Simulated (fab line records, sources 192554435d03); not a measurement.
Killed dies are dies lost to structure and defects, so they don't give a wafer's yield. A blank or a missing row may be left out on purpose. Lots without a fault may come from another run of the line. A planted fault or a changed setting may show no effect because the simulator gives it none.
fab line records | flow n5_finfet
record lots=6 wafers=18 last_day=17
route steps=1938 shown SD_EPI_P@326 SD_ACTIVATION@330 ILD0@335 BEOL_M4@1111
lots that met no fault: from a run of the same line without faults
start_h: hours from the record's first day to the start of the lot's first wafer shown | wait_h: hours since the lot's step before | " the same as in the row above | L1.1+2: a row that stands for several wafers | - no value, or no start given | * or withheld: withheld | < > ~ a bound
route shown NAME@n: a module of which the file shows steps, and the number in the route of the first | usual: mean/standard deviation of fault-free wafers | same: alike in all rows | chamber/n: place in a boat | sites: the reading at each site | _std_site: their standard deviation | _edge_site: outer sites' mean less inner sites' | radius_mm: how far each site lies from the wafer's centre | mask NAME#n: copy n | behind: the tool/chamber that last shaped the wafer | hold: why the lot was held/for how many hours/how that ended | device: the transistor (n, p or np) that didn't switch | end of line: the same wafers' tests at the end of the route | a step without rows: its recipe alone | killed: dies lost to structure and defects at the first sort, not the wafer's yield | map: a wafer's dies, x killed, . not, _ none there
set.NAME: the setting as run; set.NAME@STEP: as run at that earlier step | model.NAME: the simulator's own value behind a step, which no gauge read
lots at some steps of the route; a table a step, a row a wafer
services: from which hour (start_h, from the record's first day; less than 0 if before it) a tool's chamber was out of use, for how many hours, and why
## steps
# step N5_SD_EPI_P_PRECLEAN_32
# recipe chemistry=dHF time_s=10 dilution=500:1 temp_c=25
# step N5_SD_EPI_P_PRECLEAN_33
# recipe chemistry=SC2 time_s=45 temp_c=35 mix=1:1:50
# step N5_SD_EPI_P_SRD_25
# recipe time_s=30 temp_c=23 rinse_liquid=diw dry=ipa_marangoni
# step N5_SD_EPI_P_INSPECT_26
# recipe inspect_instrument=darkfield mode=post_epi
# usual raw_defect_count=180/40
# columns lot.wafer tool chamber start_h wait_h raw_defect_count
L570.1 defect_inspect-01 - 81.97 0.0 223
L570.3 " - " " 238
L570.6 " - " " 260
L580.3 defect_inspect-01 - 145.47 0.0 199
L580.4 " - " " 144
L580.6 " - " " 165
L581.1 defect_inspect-02 - 147.11 0.0 234
L581.2 " - " " 238
L581.6 " - " " 249
L586.4 defect_inspect-02 - 178.04 0.0 98
L586.5 " - " " 102
L586.6 " - " " 97
L588.1 defect_inspect-02 - 189.04 0.0 130
L588.2 " - " " 138
L588.6 " - " " 170
L589.1 defect_inspect-02 - 200.16 0.0 189
L589.2 " - " " 176
L589.3 " - " " 184
# step N5_SD_ACTIVATION_RTA_00
# recipe temp_c=975 time_s=0 ambient=N2 idle_temp_c=600 ramp_up_c_per_s=150 ramp_down_c_per_s=60 cool_to_c=600
# usual lamp_power_pct=8.95/0.054 wafer_temp_C_max=974.8/1.9
# columns lot.wafer tool chamber start_h wait_h lamp_power_pct wafer_temp_C_max
L570.1 rtp_anneal-02 0 82.00 0.0 8.95 972.2
L570.3 " 0 " " 8.86 974.4
L570.6 " 0 " " 8.93 976.5
L580.3 rtp_anneal-02 0 145.55 0.1 8.88 973.4
L580.4 " 0 " " 8.99 976.3
L580.6 " 0 " " 8.90 970.2
L581.1 rtp_anneal-01 0 147.13 0.0 8.94 975.0
L581.2 " 0 " " 8.80 971.3
L581.6 " 0 " " 8.98 979.3
L586.4 rtp_anneal-02 0 178.15 0.1 8.91 977.5
L586.5 " 0 " " 9.03 973.1
L586.6 " 0 " " 8.92 974.4
L588.1 rtp_anneal-01 0 189.13 0.1 8.92 972.7
L588.2 " 0 " " 8.91 975.1
L588.6 " 0 " " 8.91 977.2
L589.1 rtp_anneal-01 0 200.18 0.0 8.96 974.5
L589.2 " 0 " " 9.08 975.3
L589.3 " 0 " " 8.94 971.0
# step N5_SD_ACTIVATION_LSA_01
# recipe temp_c=1080 time_s=0.0008 ambient=N2
# usual wafer_temp_C_max=1086.3/1.6
# columns lot.wafer tool chamber start_h wait_h wafer_temp_C_max
L570.1 laser_anneal-02 0 82.20 0.2 1085.6
L570.3 " 0 " " 1083.8
L570.6 " 0 " " 1085.3
L580.3 laser_anneal-01 0 145.77 0.2 1087.7
L580.4 " 0 " " 1087.8
L580.6 " 0 " " 1089.1
L581.1 laser_anneal-02 0 147.33 0.2 1087.5
L581.2 " 0 " " 1085.9
L581.6 " 0 " " 1085.8
L586.4 laser_anneal-01 0 178.35 0.2 1085.8
L586.5 " 0 " " 1089.3
L586.6 " 0 " " 1089.2
L588.1 laser_anneal-01 0 189.33 0.2 1086.4
L588.2 " 0 " " 1086.9
L588.6 " 0 " " 1088.5
L589.1 laser_anneal-02 0 200.38 0.2 1085.9
L589.2 " 0 " " 1086.4
L589.3 " 0 " " 1086.2
# step N5_SD_ACTIVATION_INSPECT_02
# recipe inspect_instrument=darkfield mode=post_anneal
# usual raw_defect_count=180/39
# columns lot.wafer tool chamber start_h wait_h raw_defect_count
L570.1 defect_inspect-01 - 82.72 0.2 239
L570.3 " - " " 228
L570.6 " - " " 266
L580.3 defect_inspect-02 - 146.26 0.1 177
L580.4 " - " " 130
L580.6 " - " " 142
L581.1 defect_inspect-02 - 147.86 0.2 242
L581.2 " - " " 244
L581.6 " - " " 251
L586.4 defect_inspect-01 - 178.79 0.1 114
L586.5 " - " " 107
L586.6 " - " " 116
L588.1 defect_inspect-02 - 189.86 0.2 118
L588.2 " - " " 124
L588.6 " - " " 163
L589.1 defect_inspect-02 - 200.91 0.2 183
L589.2 " - " " 184
L589.3 " - " " 198
# step N5_ILD0_LINER_00
# recipe material=SiNx target_thk_a=40 temp_c=400 ald_precursor_family=SiH2I2 ald_co_reactant=N2/H2-plasma pulse_time_s=1 purge_time_s=2 co_reactant_purge_time_s=2 ald_cycles=80 pressure_torr=2
# usual chamber_pressure_Torr=2.000/0.0045 heater_power_outer_w=527/58 heater_power_w=855/99 precursor_pulse_height_rel=1.001/0.021 susceptor_temp_C=399.99/0.23
# same ald_cycles=80
# columns lot.wafer tool chamber start_h wait_h chamber_pressure_Torr heater_power_outer_w heater_power_w precursor_pulse_height_rel susceptor_temp_C
L570.1 ald_sin-03 2 82.76 0.0 2.005 490 774 1.027 399.90
L570.3 " 0 " " 2.007 573 912 0.986 399.71
L570.6 " 2 " " 2.004 495 765 1.002 400.00
L580.3 ald_sin-04 2 146.29 0.0 2.000 513 798 1.005 400.38
L580.4 " 1 " " 1.998 441 745 0.999 399.92
L580.6 " 3 " " 1.997 583 944 1.031 399.84
L581.1 ald_sin-04 2 147.89 0.0 2.008 512 813 1.000 399.99
L581.2 " 0 " " 2.000 522 796 0.995 400.26
L581.6 " 2 " " 2.008 512 787 0.998 399.77
L586.4 ald_sin-01 3 180.19 1.4 1.997 411 663 0.983 400.35
L586.5 " 2 " " 1.998 542 875 1.026 399.86
L586.6 " 1 " " 1.991 517 861 1.014 400.18
L588.1 ald_sin-01 0 190.25 0.4 2.002 647 1061 1.052 399.84
L588.2 " 3 " " 1.999 419 660 0.982 400.14
L588.6 " 2 " " 2.002 526 905 1.025 399.66
L589.1 ald_sin-03 1 200.95 0.0 1.999 528 871 1.003 399.88
L589.2 " 3 " " 2.003 503 852 1.015 399.83
L589.3 " 2 " " 2.001 501 810 0.989 399.88
# step N5_ILD0_FCVD_FILL_01
# recipe material=SiO2_flowable target_thk_a=2000 temp_c=100 pressure_torr=0.8 rf_w=2000 time_s=328.3
# step N5_ILD0_CURE_02
# recipe temp_c=450 time_s=1800 ambient=steam idle_temp_c=400 ramp_up_c_per_min=5 ramp_down_c_per_min=3 densification_p_h2o_torr=640
# step N5_ILD0_CMP_03
# recipe stop_on=SiNx t_overpolish_s=1.9 post_cmp_clean=alkaline_brush down_force_psi=4.1491 platen_rpm=51.796 pad_velocity_m_s=1.0306 target_thk_nm=197.38
# usual edge_zone_pressure_frac=1.000/0.0046 head_pressure_psi=4.151/0.0099 motor_current_A=12.4/1.1 overpolish_run_s=1.900/0.0098 slurry_flow_ml_min=150.0/0.45 time_to_endpoint_s=68.8/2.9
# columns lot.wafer tool chamber start_h wait_h edge_zone_pressure_frac head_pressure_psi motor_current_A overpolish_run_s slurry_flow_ml_min time_to_endpoint_s model.SiNx_of_DUMMY_GATE_HM_DEP_06.thk_nm model.SiO2_flowable_of_ILD0_FCVD_FILL_01.thk_nm
L570.3 cmp-02 0 85.17 0.1 0.998 4.162 12.9 1.896 150.3 68.2 77.6 197.4
L570.1 " 1 " " 0.998 4.145 10.6 1.887 150.1 67.2 77.8 197.6
L570.6 " 0 " " 0.995 4.157 13.8 1.909 150.0 66.8 78.2 198
L580.4 cmp-01 2 148.70 0.1 - - - - - - 79.6 201.4
L580.3 " 0 " " - - - - - - 80.2 199.4
L580.6 " 1 " " - - - - - - 80.2 198.4
L581.1 cmp-02 2 150.30 0.1 - - - - - - 80 198.6
L581.2 " 0 " " - - - - - - 79.6 200.4
L581.6 " 2 " " - - - - - - 80 199.4
L586.4 cmp-01 0 182.63 0.1 0.995 4.155 12.8 1.911 149.5 69.1 77.2 197.8
L586.5 " 2 " " 1.000 4.156 12.6 1.910 149.9 70.0 77.4 196.4
L586.6 " 3 " " 1.004 4.141 11.5 1.902 149.9 70.7 77.8 197.4
L588.2 cmp-04 0 192.71 0.1 1.005 4.137 13.3 1.911 149.9 63.4 77.6 195.8
L588.1 " 1 " " 0.998 4.133 11.7 1.893 149.5 66.6 77.8 197.6
L588.6 " 3 " " 1.002 4.158 12.6 1.889 150.0 67.3 77.8 197
L589.2 cmp-01 2 203.67 0.0 0.996 4.163 12.1 1.912 149.8 69.2 76.4 196.8
L589.1 " 0 " " 0.996 4.141 13.0 1.919 150.2 69.6 75.8 196.6
L589.3 " 1 " " 0.997 4.160 11.3 1.890 149.3 69.6 76 198.2
# step N5_BEOL_M4_RC_MEAS_101
# usual DIBL_N=36.2/1.5 DIBL_P=36.2/1.7 IOFF_N=0.155/0.021 IOFF_P=0.216/0.026 ION_N=674/11 ION_P=464/6.8 SS_N=71.5/0.56 SS_P=73.3/0.6 VT_N=250.2/2.6 VT_P=-249.3/2.5
# columns lot.wafer tool chamber start_h wait_h DIBL_N[mV/V] DIBL_P[mV/V] IOFF_N[nA/um] IOFF_P[nA/um] ION_N[uA/um] ION_P[uA/um] SS_N[mV/dec] SS_P[mV/dec] VT_N[mV] VT_P[mV]
L570.1 prober-01 0 191.48 0.0 38.2 34.9 0.155 0.214 663 456 71.4 74.2 249.4 -250.2
L570.3 " 0 " " 35.5 31.8 0.117 0.169 654 459 71.1 72.5 253.6 -252.4
L570.6 " 0 " " 38.1 35.2 0.160 0.216 666 451 71.8 74.7 250.1 -249.4
L586.4 prober-02 0 287.35 0.5 39.7 39.5 0.182 0.252 695 472 72.2 73.4 248.7 -245.1
L586.5 " 0 " " 38.2 37.4 0.161 0.227 682 467 71.3 72.9 249.1 -249.9
L586.6 " 0 " " 39.7 39.3 0.189 0.250 684 464 71.7 73.0 247.3 -247.4
L588.1 prober-01 0 308.89 0.0 34.9 35.6 0.152 0.194 680 460 71.5 74.0 252.0 -250.5
L588.2 " 0 " " 36.5 35.7 0.163 0.209 665 458 71.3 73.4 249.4 -249.4
L588.6 " 0 " " 34.9 35.9 0.151 0.200 686 470 70.7 73.7 250.2 -252.1
L589.1 prober-02 0 310.46 0.0 34.9 35.4 0.123 0.197 666 467 70.3 72.6 254.0 -247.1
L589.2 " 0 " " 36.9 37.7 0.159 0.228 671 462 71.5 73.0 247.0 -247.1
L589.3 " 0 " " 35.1 35.2 0.126 0.194 672 467 71.2 73.0 254.5 -250.2
## services
# columns tool chamber start_h hours kind
cmp-01 - 58.76 2.9 repair
cmp-02 - 59.91 3.9 pm
laser_anneal-01 - 83.22 7.5 pm
ald_sin-01 - 85.25 14.0 pm
ald_sin-01 0 85.25 14.0 vent_cycle
ald_sin-01 1 85.25 14.0 vent_cycle
ald_sin-01 2 85.25 14.0 vent_cycle
ald_sin-01 3 85.25 14.0 vent_cycle
ald_sin-01 0 99.25 - clean
ald_sin-01 1 99.25 - clean
ald_sin-01 2 99.25 - clean
ald_sin-01 3 99.25 - clean
cmp-01 - 103.21 0.9 repair
cmp-04 - 103.27 3.5 pm
cmp-04 - 122.19 4.0 pm
cmp-04 - 131.36 2.8 repair
cmp-02 - 140.25 1.0 repair
laser_anneal-02 - 150.51 7.7 pm
cmp-01 - 168.70 2.6 repair
ald_sin-03 - 176.75 14.0 pm
ald_sin-03 0 176.75 14.0 vent_cycle
ald_sin-03 1 176.75 14.0 vent_cycle
ald_sin-03 2 176.75 14.0 vent_cycle
cmp-02 - 179.64 2.0 repair
## key
first_sign step=N5_ILD0_CMP_03 reading=tool_record direction=missing
effect none on later readings
model_effect step=N5_ILD0_CMP_03 value=SiNx_of_DUMMY_GATE_HM_DEP_06.thk_nm without=76.93 struck=79.93
met_at N5_ILD0_CMP_03
struck_wafers L580.3,L580.4,L580.6,L581.1,L581.2,L581.6
later_rows_left_out L580.3,L580.4,L580.6,L581.1,L581.2,L581.6
sort_left_out L580.3,L580.4,L580.6,L581.1,L581.2,L581.6
onset_between 85.17 148.70
fault kind=skipped_step_whole tool=cmp-01,cmp-02 chamber=- onset_h=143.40 steps=N5_ILD0_CMP_03 scope=struck_lots_only
# sort_left_out: the simulated sort isn't trusted on such a fault, so these wafers' sort isn't shown, and their yield isn't known
# later_rows_left_out: the simulator's readings of these wafers behind a module that went badly wrong aren't trusted and aren't shown, but for the sort
